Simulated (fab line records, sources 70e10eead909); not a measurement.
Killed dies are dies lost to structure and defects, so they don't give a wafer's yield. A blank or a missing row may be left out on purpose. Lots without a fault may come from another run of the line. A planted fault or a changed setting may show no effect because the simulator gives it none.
Which tool did it? | flow nand_harc | 14 lots, 42 wafers sampled, at 4 steps of a route of 1159

WHAT THE GAUGES READ, wafer by wafer
NHARC_P_M1_OVL_MEAS_10: pitch 260 nm.
lot  | measured     | on         | overlay_x_nm (nm) | overlay_y_nm (nm)
L276 | day 5 23:02  | overlay-01 | -1.4 -1.9 -1.5    | 0.4 1.1 1.2
L278 | day 6 19:12  | overlay-01 | -0.5 -0.3 0.0     | 0.3 1.0 0.1
L281 | day 7 08:05  | overlay-02 | 0.3 0.3 -0.1      | -0.3 -0.2 0.1
L280 | day 7 08:31  | overlay-01 | 0.1 0.8 0.8       | -0.2 0.0 -0.1
L283 | day 7 20:07  | overlay-02 | -1.1 -1.4 0.0     | 0.8 0.8 0.6
L284 | day 8 01:47  | overlay-02 | 1.4 0.6 0.8       | 0.1 -0.6 -0.6
L285 | day 8 10:28  | overlay-01 | 0.1 0.0 0.1       | -0.4 -0.2 -0.2
L292 | day 10 09:15 | overlay-02 | -0.1 0.1 0.1      | -1.2 -0.6 -0.4
L293 | day 10 10:10 | overlay-01 | -0.6 -0.2 -0.1    | 0.0 -0.3 -0.5
L295 | day 10 12:36 | overlay-01 | -0.4 0.4 0.7      | -1.5 -0.7 -0.7
L294 | day 10 14:11 | overlay-01 | 0.1 -0.1 0.4      | 2.1 1.8 1.6
L297 | day 11 00:16 | overlay-01 | 0.2 -0.1 -0.7     | -0.7 -0.8 -0.3
L296 | day 11 00:35 | overlay-01 | 1.2 1.5 1.4       | -0.2 -0.5 0.0
L298 | day 11 07:31 | overlay-01 | -1.3 -0.8 -0.3    | 1.0 0.9 0.4

WHICH TOOL RAN EACH LOT (tool, then ch and the chambers of the sampled wafers, then the start)
lot  | NHARC_P_M0_STRIP_18                | NHARC_P_M0_PRE_CLEAN_29                 | NHARC_P_M1_DEP_00
L276 | rie_diel-09 ch 0,1,3, day 5 19:40  | pvd_sputter-01, day 5 22:17 or earlier  | pecvd-04 ch 1,2, day 5 22:17
L278 | rie_diel-07 ch 0,2,3, day 6 15:39  | pvd_sputter-03, day 6 18:20 or earlier  | pecvd-03 ch 0,1,2, day 6 18:20
L281 | rie_diel-09 ch 0,1, day 7 04:32    | pvd_sputter-02, day 7 07:20 or earlier  | pecvd-01 ch 0,1,2, day 7 07:20
L280 | rie_diel-06 ch 0,1,2, day 7 04:38  | pvd_sputter-03, day 7 07:36 or earlier  | pecvd-04 ch 0,1,2, day 7 07:36
L283 | rie_diel-07 ch 0,2,3, day 7 16:23  | pvd_sputter-01, day 7 19:22 or earlier  | pecvd-03 ch 0,1,2, day 7 19:22
L284 | rie_diel-09 ch 0,1,2, day 7 22:10  | pvd_sputter-03, day 8 00:50 or earlier  | pecvd-04 ch 0,2, day 8 00:50
L285 | rie_diel-07 ch 0,1, day 8 07:01    | pvd_sputter-01, day 8 09:41 or earlier  | pecvd-01 ch 0,1,2, day 8 09:41
L292 | rie_diel-09 ch 2,3, day 10 05:38   | pvd_sputter-01, day 10 08:23 or earlier | pecvd-03 ch 0,2, day 10 08:23
L293 | rie_diel-09 ch 2,3, day 10 05:57   | pvd_sputter-03, day 10 09:17 or earlier | pecvd-03 ch 0,2, day 10 09:17
L295 | rie_diel-06 ch 1,2, day 10 08:52   | pvd_sputter-03, day 10 11:40 or earlier | pecvd-04 ch 0,1,2, day 10 11:40
L294 | rie_diel-07 ch 0,1, day 10 10:22   | pvd_sputter-03, day 10 13:16 or earlier | pecvd-04 ch 1,2, day 10 13:16
L297 | rie_diel-09 ch 0,2, day 10 20:41   | pvd_sputter-01, day 10 23:21 or earlier | pecvd-04 ch 0,1,2, day 10 23:21
L296 | rie_diel-09 ch 0,2,3, day 10 20:53 | pvd_sputter-02, day 10 23:43 or earlier | pecvd-03 ch 0,1, day 10 23:43
L298 | rie_diel-09 ch 1,2,3, day 11 03:47 | pvd_sputter-01, day 11 06:36 or earlier | pecvd-04 ch 0,2, day 11 06:36
- NHARC_P_M0_STRIP_18: strips in N2/H2.
- NHARC_P_M0_PRE_CLEAN_29: time 30 s.
- NHARC_P_M1_DEP_00: deposits SiOC, target thk 182.5 nm.

WHAT THE TOOLS THEMSELVES READ (means of the sampled wafers that have a number; where no wafer has one, the mark that the record gives instead)
NHARC_P_M0_STRIP_18.
lot  | tool        | drypump_motor_current_A (A) | oes_product_au (a.u.) | rf_vpp_V (V) | showerhead_plenum_p_Torr (Torr) | throttle_valve_pct (%)
L276 | rie_diel-09 | 5.5                         | 0.999                 | 91.8         | 2.07                            | 14.177
L278 | rie_diel-07 | 5.3                         | 0.996                 | 90.1         | 2.05                            | 14.167
L281 | rie_diel-09 | 5.6                         | 0.999                 | 90.3         | 2.11                            | 14.170
L280 | rie_diel-06 | 5.3                         | 1.004                 | 91.5         | 2.05                            | 14.174
L283 | rie_diel-07 | 5.3                         | 1.004                 | 90.8         | 2.05                            | 14.173
L284 | rie_diel-09 | 5.6                         | 0.995                 | 91.7         | 2.06                            | 14.181
L285 | rie_diel-07 | 5.5                         | 0.999                 | 90.6         | 2.04                            | 14.179
L292 | rie_diel-09 | 5.6                         | 0.993                 | 90.0         | 2.00                            | 14.170
L293 | rie_diel-09 | 5.8                         | 1.006                 | 90.9         | 2.00                            | 14.172
L295 | rie_diel-06 | 4.9                         | 1.013                 | 90.8         | 2.05                            | 14.169
L294 | rie_diel-07 | 5.5                         | 0.990                 | 91.1         | 2.04                            | 14.178
L297 | rie_diel-09 | 5.8                         | 0.996                 | 91.0         | 2.09                            | 14.173
L296 | rie_diel-09 | 5.7                         | 0.994                 | 91.8         | 2.05                            | 14.170
L298 | rie_diel-09 | 5.6                         | 1.000                 | 90.3         | 2.02                            | 14.166

NHARC_P_M0_PRE_CLEAN_29.
lot  | tool           | heater_power_w (W)
L276 | pvd_sputter-01 | 446
L278 | pvd_sputter-03 | 414
L281 | pvd_sputter-02 | 426
L280 | pvd_sputter-03 | 419
L283 | pvd_sputter-01 | 445
L284 | pvd_sputter-03 | 393
L285 | pvd_sputter-01 | 406
L292 | pvd_sputter-01 | 434
L293 | pvd_sputter-03 | 419
L295 | pvd_sputter-03 | 435
L294 | pvd_sputter-03 | 407
L297 | pvd_sputter-01 | 385
L296 | pvd_sputter-02 | 430
L298 | pvd_sputter-01 | 407

NHARC_P_M1_DEP_00.
lot  | tool     | chamber_pressure_Torr (Torr) | rf_fwd_power_W (W)
L276 | pecvd-04 | 5.007                        | 600.0
L278 | pecvd-03 | 4.994                        | 600.4
L281 | pecvd-01 | 5.005                        | 597.7
L280 | pecvd-04 | 4.993                        | 598.1
L283 | pecvd-03 | -                            | -
L284 | pecvd-04 | -                            | -
L285 | pecvd-01 | 4.991                        | 599.2
L292 | pecvd-03 | 5.003                        | 598.1
L293 | pecvd-03 | 5.010                        | 598.6
L295 | pecvd-04 | 4.995                        | 597.3
L294 | pecvd-04 | 4.999                        | 599.0
L297 | pecvd-04 | 5.006                        | 599.3
L296 | pecvd-03 | 5.002                        | 600.3
L298 | pecvd-04 | 5.003                        | 597.9

THE ANSWER, worked out from the rows above alone
Rule: what is usual is taken from the lots themselves. Put in order of their means at a reading, lots are off if they are a third of the lots or fewer, leave a main group of 4 or more, and stand apart from it by a gap of 3 or more times the standard deviation of the main group's means; of several such gaps the widest counts. A main group whose means are all the same, to the digits that the tables above print for the reading, isn't used. A lot without any number at a reading at which 4 lots or more have one is off too. The other lots that the step has rows for count as sound. The gauges are gone through in route order, then the tools' own readings, and for those a lot's mean is taken as printed above. The first step at which some lot is off is used, and at that step the reading that is off furthest; a lot without a number counts as furthest.
Off: L283, L284, at NHARC_P_M1_DEP_00 (chamber_pressure_Torr). Without a number there: L283, L284. The main group: mean 5.001 Torr, standard deviation 0.0059.
A tool fits if, at that step or a process step before it, it ran every lot that is off, and no sound lot after the first of them. NHARC_P_M0_PRE_CLEAN_29 gives no start for some lots, so the hours and the order of its lots are those of NHARC_P_M1_DEP_00. None of those tried fits.

WHAT THE SIMULATOR HAD PUT IN
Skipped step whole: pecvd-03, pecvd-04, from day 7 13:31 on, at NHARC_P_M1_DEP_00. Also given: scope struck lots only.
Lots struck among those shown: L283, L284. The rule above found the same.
